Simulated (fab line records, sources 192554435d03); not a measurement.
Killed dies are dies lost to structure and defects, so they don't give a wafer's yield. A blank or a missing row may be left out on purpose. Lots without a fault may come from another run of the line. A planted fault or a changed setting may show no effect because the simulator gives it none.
Split-lot experiment | flow n5_finfet | 7 lots, 21 wafers read, on a route of 1938 steps

THE SPLIT
At N5_HKMG_FIN_COAT_30 (time 60 s, resist thk 35 nm), the setting spin_rpm was moved away from the recipe's 1500 rpm on 7 of the 21 wafers read, by -6.1% to +7.9%. The other wafers ran this setting at the recipe's value.

FROM THE SPLIT TO THE READING: what the file shows between them, 3 steps
- N5_HKMG_FIN_COAT_06: resist thk 90 nm
- N5_HKMG_FIN_EBR_08
- N5_HKMG_FIN_DESCUM_17: chemistry O2, time 7.9 s

THE READING
CAR-ArF_of_HKMG_FIN_COAT_06.thk_nm (the simulator's own value, which no gauge read), in nm, at N5_HKMG_FIN_ETCH_31 (etches SiARC in CF4, target depth 45.5 nm, time 75.8 s). The file gives no usual value for it. The 14 wafers here that ran the recipe average 51.0 nm, standard deviation 0.27 nm.

wafer  | tool, chamber at the split | spin_rpm as run, rpm | against the recipe | CAR-ArF_of_HKMG_FIN_COAT_06.thk_nm, nm | against lot-mates on the recipe
L074.3 | litho_track-05, 0          | 1578                 | +5.2%              | 51.6                                   | +1.0
L074.4 | litho_track-05, 0          | 1500                 | recipe             | 50.6                                   | -
L074.6 | litho_track-05, 0          | 1578                 | +5.2%              | 51.6                                   | +1.0
L075.1 | litho_track-05, 0          | 1409                 | -6.1%              | 50.2                                   | -1.2
L075.3 | litho_track-05, 0          | 1409                 | -6.1%              | 50.4                                   | -1.0
L075.4 | litho_track-05, 0          | 1500                 | recipe             | 51.4                                   | -
L077.1 | litho_track-04, 0          | 1500                 | recipe             | 50.8                                   | -
L077.3 | litho_track-04, 0          | 1500                 | recipe             | 51                                     | -
L077.6 | litho_track-04, 0          | 1500                 | recipe             | 51                                     | -
L085.2 | litho_track-05, 0          | 1500                 | recipe             | 51                                     | -
L085.3 | litho_track-05, 0          | 1500                 | recipe             | 51.4                                   | -
L085.4 | litho_track-05, 0          | 1500                 | recipe             | 51                                     | -
L086.2 | litho_track-03, 0          | 1500                 | recipe             | 51.4                                   | -
L086.3 | litho_track-03, 0          | 1619                 | +7.9%              | 53.2                                   | +1.8
L086.5 | litho_track-03, 0          | 1619                 | +7.9%              | 52.6                                   | +1.2
L089.1 | litho_track-03, 0          | 1500                 | recipe             | 50.6                                   | -
L089.4 | litho_track-03, 0          | 1500                 | recipe             | 50.8                                   | -
L089.6 | litho_track-03, 0          | 1500                 | recipe             | 50.8                                   | -
L093.1 | litho_track-03, 0          | 1565                 | +4.3%              | 51.4                                   | +0.6
L093.5 | litho_track-03, 0          | 1500                 | recipe             | 51                                     | -
L093.6 | litho_track-03, 0          | 1500                 | recipe             | 50.6                                   | -

THE FIT
A straight line over all 21 wafers: CAR-ArF_of_HKMG_FIN_COAT_06.thk_nm changes by +0.17 nm for each +1% of spin_rpm; r = +0.87; the points scatter about the line by 0.35 nm.
The same after taking each lot's own level away (the mean of its wafers on the recipe; 21 wafers): +0.184 nm for each +1%; r = +0.97; scatter 0.16 nm.
On that fit, the largest move of spin_rpm shifts the reading by 1.5 nm.
The lots' own levels span 50.60 to 51.40 nm, that is 2.9 times the standard deviation above.
So the lot-to-lot level changes the slope little: the two slopes agree.
Check: with one of the wafers moved furthest among these (+7.9%) left out of the fit, the line predicts +1.35 nm for it against its lot-mates. It came out at +1.8 nm against them.

OTHER SPLITS ON THESE WAFERS
These wafers also went through other splits before the reading. Each is held against what the fit with the lots' levels taken away leaves over:
other split on the same wafers | wafers away from the commonest value | r with CAR-ArF_of_HKMG_FIN_COAT_06.thk_nm (lot level and that fit taken away)
N5_SD_EPI_P_COAT_34 spin_rpm   | 5                                    | +0.01
N5_SD_EPI_P_DESCUM_14 time_s   | 8                                    | -0.33

THE WHOLE CHAIN: every reading that the file lists as answering this split, in the file's order
step                | what it does                                           | reading                                                                             | change (the file's fit)               | r (the file's)
N5_HKMG_FIN_COAT_30 | time 60 s, resist thk 35 nm                            | SiARC_of_HKMG_FIN_COAT_30.thk_nm (the simulator's own value, which no gauge read)   | -0.17 nm for each +1% of the setting  | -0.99
N5_HKMG_FIN_ETCH_31 | etches SiARC in CF4, target depth 45.5 nm, time 75.8 s | etch.depth_nm (the simulator's own value, which no gauge read)                      | -0.171 nm for each +1% of the setting | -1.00
N5_HKMG_FIN_ETCH_31 | etches SiARC in CF4, target depth 45.5 nm, time 75.8 s | CAR-ArF_of_HKMG_FIN_COAT_06.thk_nm (the simulator's own value, which no gauge read) | +0.181 nm for each +1% of the setting | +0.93

THE FILE'S OWN FIT
CAR-ArF_of_HKMG_FIN_COAT_06.thk_nm changes by +0.181 nm for each +1% of spin_rpm, r = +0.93.
